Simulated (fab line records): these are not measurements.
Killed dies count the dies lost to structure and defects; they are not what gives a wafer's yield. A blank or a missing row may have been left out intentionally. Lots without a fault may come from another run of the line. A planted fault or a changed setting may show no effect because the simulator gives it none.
Matching of chambers + flow n5-finfet + N5_SD_EPI_P_ETCH_16 on rie-diel-02: 4 sister chambers
The step etches SiO2 in CHF3/O2, target depth 5 nm. 18 wafers are shown with their chamber, then 9 later ones without.

== WAFERS PAIRED WITH THEIR CHAMBERS ==
| wafer  | chamber | drypump-motor-current-A (A) | throttle-valve-pct (%) | showerhead-plenum-p-Torr (Torr) |
|--------|---------|-----------------------------|------------------------|---------------------------------|
| L079.3 | 0       | 5.9                         | 19.43                  | 2.31                            |
| L079.4 | 3       | 6.4                         | 18.91                  | 2.39                            |
| L079.6 | 2       | 5.8                         | 18.89                  | 2.48                            |
| L080.1 | 2       | 5.8                         | 18.88                  | 2.48                            |
| L080.4 | 0       | 5.9                         | 19.44                  | 2.31                            |
| L080.5 | 3       | 6.4                         | 18.92                  | 2.39                            |
| L082.1 | 3       | 6.4                         | 18.93                  | 2.38                            |
| L082.2 | 1       | 5.2                         | 18.53                  | 2.32                            |
| L082.3 | 0       | 6.0                         | 19.43                  | 2.30                            |
| L083.2 | 3       | 6.4                         | 18.92                  | 2.38                            |
| L083.3 | 0       | 5.9                         | 19.44                  | 2.30                            |
| L083.5 | 1       | 5.2                         | 18.53                  | 2.32                            |
| L084.1 | 0       | 5.9                         | 19.46                  | 2.30                            |
| L084.3 | 2       | 5.8                         | 18.90                  | 2.48                            |
| L084.6 | 1       | 5.2                         | 18.54                  | 2.32                            |
| L085.3 | 0       | 5.9                         | 19.45                  | 2.30                            |
| L085.4 | 3       | 6.4                         | 18.91                  | 2.38                            |
| L085.6 | 3       | 6.4                         | 18.92                  | 2.38                            |

SIGNATURES (averages over the wafers above)
| reading                  | chamber 0 | chamber 1 | chamber 2 | chamber 3 | scatter within a chamber |
|--------------------------|-----------|-----------|-----------|-----------|--------------------------|
| drypump-motor-current-A  | 5.917     | 5.200     | 5.800     | 6.400     | 0.0244                   |
| throttle-valve-pct       | 19.4417   | 18.5333   | 18.8900   | 18.9183   | 0.00939                  |
| showerhead-plenum-p-Torr | 2.3033    | 2.3200    | 2.4800    | 2.3833    | 0.00436                  |
Rule: for a wafer and a chamber, the distance is found by dividing, reading by reading, the gap between the wafer's reading and the chamber's mean by the reading's scatter, squaring, summing and taking the root. If the next closest chamber is less than 2 further off than the closest, the wafer can't be placed; otherwise it belongs to the closest. The scatter: the root of (the sum of the squares of (reading less its chamber's mean) over the shown wafers, divided by (wafers less chambers)).

== WAFERS WITH NO CHAMBER GIVEN ==
| wafer  | drypump-motor-current-A (A) | throttle-valve-pct (%) | showerhead-plenum-p-Torr (Torr) |
|--------|-----------------------------|------------------------|---------------------------------|
| L086.1 | 5.2                         | 18.54                  | 2.32                            |
| L086.4 | 6.4                         | 18.94                  | 2.38                            |
| L086.5 | 6.4                         | 18.92                  | 2.38                            |
| L089.3 | 5.2                         | 18.54                  | 2.31                            |
| L089.4 | 6.4                         | 18.95                  | 2.38                            |
| L089.6 | 5.2                         | 18.55                  | 2.31                            |
| L097.2 | 6.4                         | 18.96                  | 2.37                            |
| L097.4 | 5.7                         | 18.95                  | 2.47                            |
| L097.6 | 5.2                         | 18.59                  | 2.31                            |

== EACH ONE'S CHAMBER ==
| wafer  | from the rows above | in truth |
|--------|---------------------|----------|
| L086.1 | 1                   | 1        |
| L086.4 | 3                   | 3        |
| L086.5 | 3                   | 3        |
| L089.3 | 1                   | 1        |
| L089.4 | 3                   | 3        |
| L089.6 | 1                   | 1        |
| L097.2 | 3                   | 3        |
| L097.4 | 2                   | 2        |
| L097.6 | 1                   | 1        |
Correctly placed: 9 of 9. Left unplaced by these rows: 0. Placed wrongly: 0.
